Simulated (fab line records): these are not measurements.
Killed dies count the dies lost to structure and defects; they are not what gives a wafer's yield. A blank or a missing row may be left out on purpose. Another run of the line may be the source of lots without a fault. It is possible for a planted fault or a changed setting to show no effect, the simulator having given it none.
Which tool did it?    flow n5_finfet    Sampling: 11 lots, 33 wafers, 6 of 1938 route steps

== WHAT THE GAUGES READ, wafer by wafer ==
N5_PASSIVATION_OVL_MEAS_66.
lot   measured      on          PASS_OPEN_OVL (nm)
L074  day 16 21:29  overlay-02  6 10 12
L077  day 17 04:44  overlay-01  3 2 1
L079  day 17 16:14  overlay-02  0 2 3
L083  day 17 20:52  overlay-01  11 1 9
L082  day 18 01:53  overlay-02  5 7 6
L084  day 19 00:37  overlay-02  11 12 6
L091  day 19 14:45  overlay-01  -4 2 7
L090  day 19 21:35  overlay-01  -5 -5 0
L092  day 20 01:09  overlay-01  5 0 11
L094  day 20 23:52  overlay-02  6 12 13
L097  day 22 02:56  overlay-01  0 10 6

== WHAT TOOL EACH LOT RAN ON (gives the tool, then ch and the chambers of the sampled wafers, and finally the start) ==
lot   N5_BEOL_M15_DEGAS_41          N5_MIM_TOP_LITHO_DESCUM_10          N5_MIM_BOT_LITHO_DESCUM_10          N5_PASSIVATION_DESCUM_12            N5_PASSIVATION_STRIP_14
L074  pvd_sputter-03, day 16 07:33  rie_diel-04 ch 0,2,3, day 16 12:50  rie_diel-05 ch 1,3, day 16 13:49    rie_diel-03 ch 1,3, day 16 17:22    rie_diel-03 ch 1,3, day 16 17:43
L077  pvd_sputter-02, day 16 14:46  rie_diel-05 ch 0,1,3, day 16 19:49  rie_diel-05 ch 2,3, day 16 20:40    rie_diel-06 ch 1,2, day 17 01:13    rie_diel-06 ch 1,2, day 17 01:34
L079  pvd_sputter-02, day 17 04:56  rie_diel-01 ch 1,2, day 17 09:22    rie_diel-01 ch 0,2, day 17 10:14    rie_diel-06 ch 1,2,3, day 17 12:19  rie_diel-06 ch 1,2,3, day 17 12:40
L083  pvd_sputter-01, day 17 07:04  rie_diel-01 ch 0,1, day 17 13:41    rie_diel-01 ch 0,1, day 17 14:32    rie_diel-02 ch 1,3, day 17 17:19    rie_diel-02 ch 1,3, day 17 17:40
L082  pvd_sputter-02, day 17 14:39  rie_diel-01 ch 0,1,2, day 17 19:09  rie_diel-04 ch 0,2, day 17 20:01    rie_diel-02 ch 0,1,3, day 17 22:31  rie_diel-02 ch 0,1,3, day 17 22:52
L084  pvd_sputter-02, day 18 09:46  rie_diel-01 ch 0,2,3, day 18 14:31  rie_diel-04 ch 2,3, day 18 15:35    rie_diel-02 ch 1,2, day 18 20:58    rie_diel-02 ch 1,2, day 18 21:19
L091  pvd_sputter-01, day 19 00:19  rie_diel-04 ch 1,2, day 19 07:05    rie_diel-05 ch 0,2,3, day 19 07:49  rie_diel-06 ch 2,3, day 19 11:21    rie_diel-06 ch 2,3, day 19 11:43
L090  pvd_sputter-03, day 19 08:08  rie_diel-05 ch 2,3, day 19 13:18    rie_diel-05 ch 1,2, day 19 14:26    rie_diel-06 ch 0,2,3, day 19 17:41  rie_diel-06 ch 0,2,3, day 19 18:02
L092  pvd_sputter-03, day 19 11:59  rie_diel-01 ch 0,1,2, day 19 18:42  rie_diel-05 ch 0,1,2, day 19 19:41  rie_diel-03 ch 0,3, day 19 21:49    rie_diel-03 ch 0,3, day 19 22:10
L094  pvd_sputter-02, day 20 10:10  rie_diel-04 ch 0,1,2, day 20 16:41  rie_diel-04 ch 0,1,3, day 20 17:38  rie_diel-03 ch 1,3, day 20 19:44    rie_diel-03 ch 1,3, day 20 20:05
L097  pvd_sputter-03, day 21 16:03  rie_diel-05 ch 1,2,3, day 21 21:03  rie_diel-05 ch 0,2, day 21 21:49    rie_diel-03 ch 2,3, day 21 23:29    rie_diel-03 ch 2,3, day 21 23:50
- N5_BEOL_M15_DEGAS_41: time 60 s.
- N5_MIM_TOP_LITHO_DESCUM_10: chemistry O2, time 7.9 s.
- N5_MIM_BOT_LITHO_DESCUM_10: chemistry O2, time 7.9 s.
- N5_PASSIVATION_DESCUM_12: chemistry O2, time 7.9 s.
- N5_PASSIVATION_STRIP_14: strips in O2.

== THE ANSWER, worked out from the rows above alone ==
Rule: usual is defined by the lots themselves. The widest of any qualifying gaps counts: lots, ordered by their means at a reading, are off when they make up no more than a third of the lots, leave a main group of 4 or more, and stand apart from it by 3 or more times the standard deviation of that group's means. Not used: any main group whose means are identical at the precision the tables above print for the reading. Also off: a lot with no number at a reading for which 4 or more lots have one. Where the step has rows for the other lots, those lots are counted as sound.
Across all readings shown, no lot is off: no conclusion can be drawn from this.

== WHAT THE SIMULATOR PUT IN ==
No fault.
